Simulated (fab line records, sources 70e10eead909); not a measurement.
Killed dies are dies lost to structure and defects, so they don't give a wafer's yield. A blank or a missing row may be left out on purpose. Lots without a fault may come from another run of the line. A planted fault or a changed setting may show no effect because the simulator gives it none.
fab line records | flow nand_harc | part 1 of 2: steps 1 to 4 of 6
record lots=23 wafers=69 last_day=33
route steps=1302 shown A_STAIRCASE@701
lots that met no fault: from a run of the same line without faults
start_h: hours from the record's first day to the start of the lot's first wafer shown | wait_h: hours since the lot's step before | " the same as in the row above | L1.1+2: a row that stands for several wafers | - no value, or no start given | * or withheld: withheld | < > ~ a bound
route shown NAME@n: a module of which the file shows steps, and the number in the route of the first | usual: mean/standard deviation of fault-free wafers | same: alike in all rows | chamber/n: place in a boat | sites: the reading at each site | _std_site: their standard deviation | _edge_site: outer sites' mean less inner sites' | radius_mm: how far each site lies from the wafer's centre | mask NAME#n: copy n | behind: the tool/chamber that last shaped the wafer | hold: why the lot was held/for how many hours/how that ended | device: the transistor (n, p or np) that didn't switch | end of line: the same wafers' tests at the end of the route | a step without rows: its recipe alone | killed: dies lost to structure and defects at the first sort, not the wafer's yield | map: a wafer's dies, x killed, . not, _ none there
set.NAME: the setting as run; set.NAME@STEP: as run at that earlier step | model.NAME: the simulator's own value behind a step, which no gauge read
steps of the route over a sample of lots; a table a step, a row a wafer
services: from which hour (start_h, from the record's first day; less than 0 if before it) a tool's chamber was out of use, for how many hours, and why
## steps
# step NHARC_A_STAIRCASE_TRIM_187
# recipe time_s=211.2 o2_flow_sccm=500 ar_flow_sccm=0 bias_w=0 chemistry=O2
# usual drypump_motor_current_A=5.5/0.52 oes_product_au=1.001/0.0075 rf_vpp_V=57.7/0.9 showerhead_plenum_p_Torr=3.48/0.12 throttle_valve_pct=17.036/0.0092
# columns lot.wafer tool chamber start_h wait_h drypump_motor_current_A oes_product_au rf_hours_counter_h rf_vpp_V showerhead_plenum_p_Torr throttle_valve_pct
L075.3 rie_diel-05 2 351.60 0.1 6.2 0.990 38 55.4 3.48 17.046
L075.4 " 3 " " 4.9 0.996 35 58.0 3.39 17.035
L075.5 " 1 " " 4.8 1.010 - 58.2 3.62 17.042
L074.3 rie_diel-05 3 375.12 0.1 4.9 1.004 42 56.6 3.39 17.038
L074.4 " 0 " " 6.1 1.008 45 56.9 3.53 17.015
L074.6 " 3 " " 4.9 0.994 - 59.0 3.39 17.040
L077.1 rie_diel-05 0 381.36 0.1 6.1 1.020 47 57.6 3.53 17.047
L077.4 " 1 " " 4.8 1.011 50 57.6 3.62 17.037
L077.6 " 3 " " 4.9 1.004 - 58.3 3.39 17.040
L076.4 rie_diel-05 0 381.70 0.1 6.2 0.998 47 58.5 3.53 17.048
L076.1 " 1 " " 4.7 1.011 51 57.4 3.62 17.048
L076.2 " 2 " " 6.2 1.004 47 58.4 3.47 17.018
L079.1 rie_diel-04 3 396.06 0.3 6.2 0.994 9 56.8 3.57 17.039
L079.2 " 0 " " 5.6 1.009 9 57.0 3.40 17.035
L079.6 " 1 " " 5.9 1.003 - 57.9 3.46 17.045
L080.1 rie_diel-02 1 411.59 0.1 5.7 1.002 3 57.6 3.81 17.048
L080.4 " 2 " " 5.8 1.003 3 57.1 3.56 17.046
L080.5 " 3 " " 5.6 1.003 - 56.7 3.31 17.051
L082.4 rie_diel-05 3 436.62 0.1 4.9 1.002 4 56.6 3.38 17.045
L082.1 " 0 " " 6.2 1.004 4 57.5 3.52 17.041
L082.2 " 2 " " 6.3 0.993 4 58.8 3.47 17.041
L081.2 rie_diel-02 2 438.13 0.1 5.7 0.992 12 57.6 3.56 17.027
L081.3 " 0 " " 5.1 0.993 12 57.4 3.41 17.041
L081.6 " 2 " " 5.8 1.003 - 57.7 3.56 17.035
L083.3 rie_diel-04 1 452.35 0.1 5.8 0.993 31 58.2 3.45 17.037
L083.5 " 1 " " 5.8 0.987 - 57.6 3.45 17.045
L083.6 " 2 " " 5.1 1.002 - 57.0 3.34 17.023
L084.4 rie_diel-02 0 468.60 0.2 5.1 0.986 - 58.5 3.40 17.039
L084.5 " 2 " " 5.7 0.989 - 58.1 3.55 17.039
L084.6 " 0 " " 5.1 0.993 - 58.0 3.40 17.036
L085.1 rie_diel-02 0 472.88 0.1 5.1 1.005 25 58.8 3.40 17.025
L085.3 " 0 " " 5.1 1.006 - 58.8 3.40 17.029
L085.5 " 0 " " 5.1 1.004 - 57.9 3.40 17.041
L086.3 rie_diel-05 1 474.10 0.1 4.8 1.011 20 57.2 3.60 17.034
L086.6 " 3 " " 4.9 0.995 - 58.3 3.38 17.039
L086.5 " 0 " " 6.1 1.000 - 58.0 3.51 17.020
L087.1 rie_diel-04 2 477.07 0.1 5.2 1.001 35 57.4 3.34 17.036
L087.2 " 0 " " 5.7 1.000 40 58.2 3.39 17.033
L087.5 " 3 " " 6.2 1.003 - 57.2 3.56 17.041
L089.3 rie_diel-02 3 500.34 0.1 5.6 1.005 9 57.1 3.30 17.037
L089.1 " 1 " " 5.7 0.995 34 57.9 3.79 17.036
L089.6 " 3 " " 5.6 0.995 - 57.8 3.30 17.022
L088.3 rie_diel-04 3 502.37 0.1 6.2 0.989 42 58.8 3.56 17.038
L088.4 " 0 " " 5.6 1.000 47 57.3 3.38 17.042
L088.6 " 0 " " 5.6 0.999 - 57.6 3.38 17.033
L090.3 rie_diel-04 2 531.14 0.1 5.1 0.994 50 57.1 3.33 17.028
L090.4 " 3 " " 6.2 0.988 51 57.5 3.55 17.040
L090.5 " 2 " " 5.1 1.005 - 56.0 3.33 17.039
L091.3 rie_diel-05 3 531.43 0.1 4.9 1.007 33 57.2 3.37 17.047
L091.5 " 1 " " 4.8 0.996 - 58.1 3.59 17.026
L091.6 " 2 " " 6.2 0.995 - 57.8 3.45 17.043
L092.3 rie_diel-05 2 536.57 0.1 6.3 1.006 35 57.7 3.45 17.042
L092.1 " 0 " " 6.1 1.010 38 58.2 3.50 17.062
L092.6 " 2 " " 6.3 0.989 - 57.2 3.45 17.034
L093.1 rie_diel-02 0 550.44 0.3 5.1 1.001 52 57.8 3.39 17.039
L093.2 " 1 " " 5.7 0.999 52 58.3 3.78 17.047
L093.6 " 1 " " 5.7 1.011 - 58.4 3.78 17.044
L095.2 rie_diel-05 2 562.62 0.1 6.2 0.999 48 57.9 3.44 17.039
L095.3 " 3 " " 4.9 1.005 46 56.6 3.36 17.026
L095.4 " 1 " " 4.8 0.998 50 58.8 3.58 17.022
L094.2 rie_diel-02 2 568.53 0.1 5.7 1.006 57 58.5 3.53 17.040
L094.3 " 3 " " 5.6 0.995 31 56.6 3.29 17.046
L094.6 " 1 " " 5.7 0.995 - 59.3 3.77 17.053
L096.1 rie_diel-05 0 574.95 0.1 6.2 0.999 53 57.3 3.49 17.056
L096.3 " 2 " " 6.2 0.995 52 57.7 3.44 17.043
L096.2 " 3 " " 4.9 1.011 51 57.7 3.36 17.028
L097.1 rie_diel-02 2 589.25 0.1 5.7 1.009 2 58.0 3.53 17.034
L097.6 " 3 " " 5.6 1.008 - 56.5 3.29 17.029
L097.5 " 0 " " 5.1 1.012 - 56.8 3.38 17.044
# step NHARC_A_STAIRCASE_TRIM_189
# recipe time_s=211.2 o2_flow_sccm=500 ar_flow_sccm=0 bias_w=0 chemistry=O2
# usual drypump_motor_current_A=5.5/0.51 oes_product_au=0.999/0.008 rf_vpp_V=57.6/0.89 showerhead_plenum_p_Torr=3.47/0.11 throttle_valve_pct=17.035/0.0099
# columns lot.wafer tool chamber start_h wait_h drypump_motor_current_A oes_product_au rf_hours_counter_h rf_vpp_V showerhead_plenum_p_Torr throttle_valve_pct
L075.4 rie_diel-05 0 - - 6.1 1.016 38 57.9 3.53 17.029
L075.3 " 3 " " 4.9 1.011 35 56.4 3.39 17.018
L075.5 " 0 " " 6.1 1.014 - 57.6 3.53 17.028
L074.4 rie_diel-05 3 - - 4.9 0.984 42 57.8 3.39 17.015
L074.3 " 0 " " 6.2 1.002 45 55.9 3.53 17.021
L074.6 " 0 " " 6.1 1.008 - 56.7 3.53 17.041
L077.4 rie_diel-05 1 - - 4.8 1.010 50 58.0 3.62 17.051
L077.1 " 0 " " 6.2 1.006 47 58.5 3.53 17.050
L077.6 " 1 " " 4.8 1.007 - 57.9 3.62 17.049
L076.4 rie_diel-05 0 - - 6.1 1.003 47 59.1 3.53 17.047
L076.2 " 1 " " 4.8 1.010 51 56.2 3.62 17.044
L076.1 " 2 " " 6.2 0.995 47 59.3 3.47 17.025
L079.2 rie_diel-04 1 - - 5.9 1.005 9 57.5 3.46 17.045
L079.1 " 2 " " 5.1 1.004 9 56.7 3.35 17.029
L079.6 " 0 " " 5.6 1.004 - 57.8 3.40 17.017
L080.4 rie_diel-02 3 - - 5.6 0.995 3 57.4 3.31 17.043
L080.1 " 2 " " 5.7 1.013 4 58.5 3.56 17.038
L080.5 " 0 " " 5.1 0.996 - 57.0 3.41 17.035
L082.4 rie_diel-05 3 - - 4.9 0.992 4 57.8 3.38 17.031
L082.1 " 1 " " 4.8 0.994 4 56.6 3.61 17.040
L082.2 " 2 " " 6.3 1.001 4 57.2 3.47 17.039
L081.2 rie_diel-02 2 - - 5.7 1.002 12 57.5 3.56 17.020
L081.3 " 0 " " 5.1 1.002 12 58.0 3.41 17.036
L081.6 " 1 " " 5.7 0.998 - 57.4 3.80 17.031
L083.3 rie_diel-04 0 - - 5.6 0.992 31 58.1 3.39 17.026
L083.6 " 1 " " 5.9 0.997 - 58.3 3.45 17.044
L083.5 " 2 " " 5.2 1.003 - 56.9 3.34 17.053
L084.4 rie_diel-02 2 - - 5.7 1.005 - 57.9 3.55 17.050
L084.5 " 0 " " 5.1 0.988 - 57.1 3.40 17.032
L084.6 " 2 " " 5.7 1.010 - 56.3 3.55 17.031
L085.1 rie_diel-02 2 - - 5.7 1.000 25 57.5 3.55 17.046
L085.3 " 0 " " 5.1 1.004 - 58.2 3.40 17.037
L085.5 " 2 " " 5.7 1.007 - 58.5 3.55 17.053
L086.3 rie_diel-05 1 - - 4.8 1.003 20 60.0 3.60 17.038
L086.5 " 3 " " 4.9 0.989 - 57.1 3.38 17.036
L086.6 " 0 " " 6.1 0.998 - 59.6 3.51 17.021
L087.1 rie_diel-04 3 - - 6.2 0.998 35 57.2 3.56 17.039
L087.2 " 2 " " 5.1 0.989 35 57.1 3.34 17.022
L087.5 " 0 " " 5.6 0.999 - 56.5 3.39 17.051
L089.3 rie_diel-02 3 - - 5.6 1.001 9 58.1 3.30 17.045
L089.1 " 2 " " 5.7 1.003 33 59.1 3.55 17.026
L089.6 " 3 " " 5.6 1.008 - 56.2 3.30 17.036
L088.4 rie_diel-04 0 - - 5.6 1.007 47 57.9 3.38 17.045
L088.3 " 3 " " 6.2 0.992 42 59.2 3.56 17.031
L088.6 " 0 " " 5.6 1.003 - 57.6 3.38 17.040
L090.3 rie_diel-04 1 - - 5.8 0.989 56 56.8 3.44 17.021
L090.4 " 3 " " 6.2 0.988 51 56.9 3.55 17.039
L090.5 " 2 " " 5.1 0.989 - 57.3 3.33 17.028
L091.3 rie_diel-05 1 - - 4.8 0.996 34 57.6 3.59 17.031
L091.6 " 1 " " 4.8 0.997 - 57.1 3.59 17.035
L091.5 " 2 " " 6.2 0.985 - 55.7 3.45 17.043
L092.3 rie_diel-05 2 - - 6.3 1.003 35 57.7 3.45 17.027
L092.1 " 3 " " 4.9 1.003 36 56.2 3.37 17.046
L092.6 " 2 " " 6.2 1.004 - 59.4 3.45 17.045
L093.1 rie_diel-02 3 - - 5.6 0.995 23 57.1 3.30 17.028
L093.2 " 2 " " 5.7 1.009 50 58.9 3.54 17.022
L093.6 " 3 " " 5.6 1.004 - 57.3 3.30 17.033
L095.3 rie_diel-05 3 - - 4.9 0.989 47 56.6 3.36 17.050
L095.4 " 1 " " 4.8 0.996 51 57.4 3.58 17.025
L095.2 " 2 " " 6.2 0.986 48 57.6 3.44 17.038
L094.3 rie_diel-02 3 - - 5.6 0.982 31 57.6 3.29 17.032
L094.2 " 2 " " 5.7 0.995 57 58.6 3.53 17.043
L094.6 " 2 " " 5.7 0.989 - 60.0 3.53 17.026
L096.3 rie_diel-05 3 - - 4.9 0.989 51 56.5 3.36 17.031
L096.2 " 0 " " 6.1 0.999 53 57.2 3.49 17.048
L096.1 " 1 " " 4.8 1.003 54 58.4 3.58 17.048
L097.1 rie_diel-02 0 - - 5.1 1.006 2 57.8 3.38 17.033
L097.5 " 2 " " 5.7 1.006 - 58.1 3.53 17.034
L097.6 " 3 " " 5.6 1.009 - 57.4 3.29 17.033
# step NHARC_A_STAIRCASE_ETCH_190
# recipe target_depth_a=1000 time_s=40.5 ion_energy_ev=400 c4f8_flow_sccm=20 o2_flow_sccm=10 ar_flow_sccm=withheld rf_w=600 bias_w=1000 chemistry=C4F8/O2
# usual oes_product_au=0.942/0.01 rf_vpp_V=894/4.2
# columns lot.wafer tool chamber start_h wait_h oes_product_au rf_hours_counter_h rf_vpp_V
L075.4 rie_diel-05 2 - - 0.949 38 894
L075.3 " 3 " " 0.967 35 893
L075.5 " 1 " " 0.942 - 899
L074.4 rie_diel-05 1 - - 0.960 48 899
L074.3 " 0 " " 0.953 45 897
L074.6 " 2 " " 0.942 - 896
L077.4 rie_diel-05 2 - - 0.940 47 893
L077.1 " 0 " " 0.944 47 896
L077.6 " 2 " " 0.937 - 894
L076.4 rie_diel-05 1 - - 0.935 51 899
L076.2 " 2 " " 0.946 47 894
L076.1 " 0 " " 0.934 47 895
L079.1 rie_diel-04 1 - - 0.929 9 893
L079.2 " 3 " " 0.921 9 897
L079.6 " 0 " " 0.929 - 891
L080.1 rie_diel-02 3 - - 0.937 3 887
L080.4 " 0 " " 0.934 3 891
L080.5 " 1 " " 0.950 - 904
L082.2 rie_diel-05 0 - - 0.945 4 896
L082.4 " 1 " " 0.951 4 899
L082.1 " 2 " " 0.944 4 894
L081.2 rie_diel-02 2 - - 0.939 12 897
L081.3 " 1 " " 0.936 13 906
L081.6 " 2 " " 0.937 - 897
L083.3 rie_diel-04 0 - - 0.944 31 892
L083.6 " 3 " " 0.925 - 898
L083.5 " 0 " " 0.952 - 891
L084.4 rie_diel-02 0 - - 0.940 - 892
L084.5 " 0 " " 0.940 - 892
L084.6 " 2 " " 0.944 - 896
L085.1 rie_diel-02 0 - - 0.931 25 891
L085.3 " 2 " " 0.935 - 897
L085.5 " 2 " " 0.926 - 896
L086.3 rie_diel-05 3 - - 0.930 19 892
L086.5 " 3 " " 0.925 - 890
L086.6 " 0 " " 0.927 - 894
L087.1 rie_diel-04 2 - - 0.953 35 888
L087.2 " 3 " " 0.936 35 897
L087.5 " 0 " " 0.956 - 891
L089.3 rie_diel-02 1 - - 0.966 34 906
L089.1 " 2 " " 0.952 33 896
L089.6 " 1 " " 0.955 - 906
L088.3 rie_diel-04 0 - - 0.931 47 891
L088.4 " 1 " " 0.946 46 892
L088.6 " 1 " " 0.944 - 892
L090.4 rie_diel-04 3 - - 0.949 51 896
L090.3 " 1 " " 0.942 56 893
L090.5 " 0 " " 0.960 - 891
L091.3 rie_diel-05 1 - - 0.940 35 900
L091.5 " 2 " " 0.935 - 894
L091.6 " 3 " " 0.954 - 889
L092.1 rie_diel-05 1 - - 0.943 38 897
L092.3 " 2 " " 0.937 36 893
L092.6 " 1 " " 0.924 - 899
L093.2 rie_diel-02 1 - - 0.939 53 904
L093.1 " 2 " " 0.945 51 898
L093.6 " 3 " " 0.935 - 886
L095.4 rie_diel-05 1 - - 0.951 51 898
L095.3 " 2 " " 0.931 48 893
L095.2 " 3 " " 0.929 47 891
L094.2 rie_diel-02 2 - - 0.944 57 897
L094.3 " 3 " " 0.933 31 886
L094.6 " 0 " " 0.942 - 892
L096.1 rie_diel-05 1 - - 0.956 54 897
L096.2 " 2 " " 0.957 52 893
L096.3 " 0 " " 0.950 53 896
L097.1 rie_diel-02 1 - - 0.951 2 904
L097.6 " 3 " " 0.929 - 888
L097.5 " 0 " " 0.940 - 891
# step NHARC_A_STAIRCASE_ETCH_201
# recipe target_depth_a=1000 time_s=40.5 ion_energy_ev=400 c4f8_flow_sccm=20 o2_flow_sccm=10 ar_flow_sccm=withheld rf_w=600 bias_w=1000 chemistry=C4F8/O2
# usual oes_product_au=0.944/0.011 rf_vpp_V=893/3.8
# columns lot.wafer tool chamber start_h wait_h oes_product_au rf_hours_counter_h rf_vpp_V
L075.3 rie_diel-04 0 - - 0.944 52 892
L075.4 " 2 " " 0.958 51 890
L075.5 " 0 " " 0.946 - 891
L074.3 rie_diel-05 1 - - 0.941 49 899
L074.4 " 2 " " 0.951 46 894
L074.6 " 3 " " 0.960 - 891
L077.1 rie_diel-05 0 - - 0.948 48 897
L077.4 " 2 " " 0.942 48 893
L077.6 " 0 " " 0.966 - 896
L076.4 rie_diel-04 3 - - 0.965 4 898
L076.1 " 0 " " 0.961 4 893
L076.2 " 1 " " 0.948 4 892
L079.2 rie_diel-05 2 - - 0.952 52 895
L079.1 " 3 " " 0.940 48 889
L079.6 " 2 " " 0.957 - 894
L080.1 rie_diel-02 3 - - 0.941 4 888
L080.4 " 0 " " 0.922 5 891
L080.5 " 3 " " 0.941 - 886
L082.1 rie_diel-05 2 - - 0.934 4 893
L082.2 " 0 " " 0.950 5 895
L082.4 " 1 " " 0.950 4 899
L081.2 rie_diel-05 2 - - 0.920 5 895
L081.3 " 1 " " 0.928 5 899
L081.6 " 3 " " 0.920 - 891
L083.3 rie_diel-04 1 - - 0.940 31 894
L083.6 " 2 " " 0.941 - 890
L083.5 " 3 " " 0.926 - 897
L084.4 rie_diel-02 2 - - 0.943 - 896
L084.6 " 2 " " 0.937 - 897
L084.5 " 0 " " 0.930 - 891
L085.3 rie_diel-04 2 - - 0.936 35 890
L085.1 " 0 " " 0.942 40 891
L085.5 " 2 " " 0.939 - 889
L086.3 rie_diel-05 0 - - 0.941 22 895
L086.6 " 0 " " 0.934 - 896
L086.5 " 1 " " 0.941 - 898
L087.1 rie_diel-04 0 - - 0.949 41 891
L087.2 " 1 " " 0.951 41 893
L087.5 " 0 " " 0.960 - 890
L089.3 rie_diel-04 1 - - 0.950 46 895
L089.1 " 0 " " 0.954 47 891
L089.6 " 2 " " 0.940 - 888
L088.4 rie_diel-05 3 - - 0.949 27 891
L088.3 " 0 " " 0.964 29 896
L088.6 " 3 " " 0.955 - 890
L090.3 rie_diel-05 1 - - 0.944 35 897
L090.4 " 0 " " 0.968 36 895
L090.5 " 2 " " 0.935 - 894
L091.3 rie_diel-02 2 - - 0.951 44 898
L091.6 " 3 " " 0.940 - 886
L091.5 " 0 " " 0.946 - 891
L092.1 rie_diel-02 1 - - 0.933 47 905
L092.3 " 3 " " 0.940 19 887
L092.6 " 1 " " 0.934 - 906
L093.1 rie_diel-05 1 - - 0.940 49 897
L093.2 " 3 " " 0.953 45 890
L093.6 " 1 " " 0.940 - 899
L095.2 rie_diel-05 3 - - 0.926 47 889
L095.4 " 0 " " 0.937 50 895
L095.3 " 1 " " 0.942 51 895
L094.2 rie_diel-04 0 - - 0.955 5 889
L094.3 " 1 " " 0.947 12 893
L094.6 " 3 " " 0.950 - 897
L096.1 rie_diel-04 0 - - 0.948 7 890
L096.3 " 1 " " 0.950 15 892
L096.2 " 2 " " 0.939 13 890
L097.1 rie_diel-04 2 - - 0.943 16 887
L097.6 " 3 " " 0.928 - 895
L097.5 " 0 " " 0.944 - 891
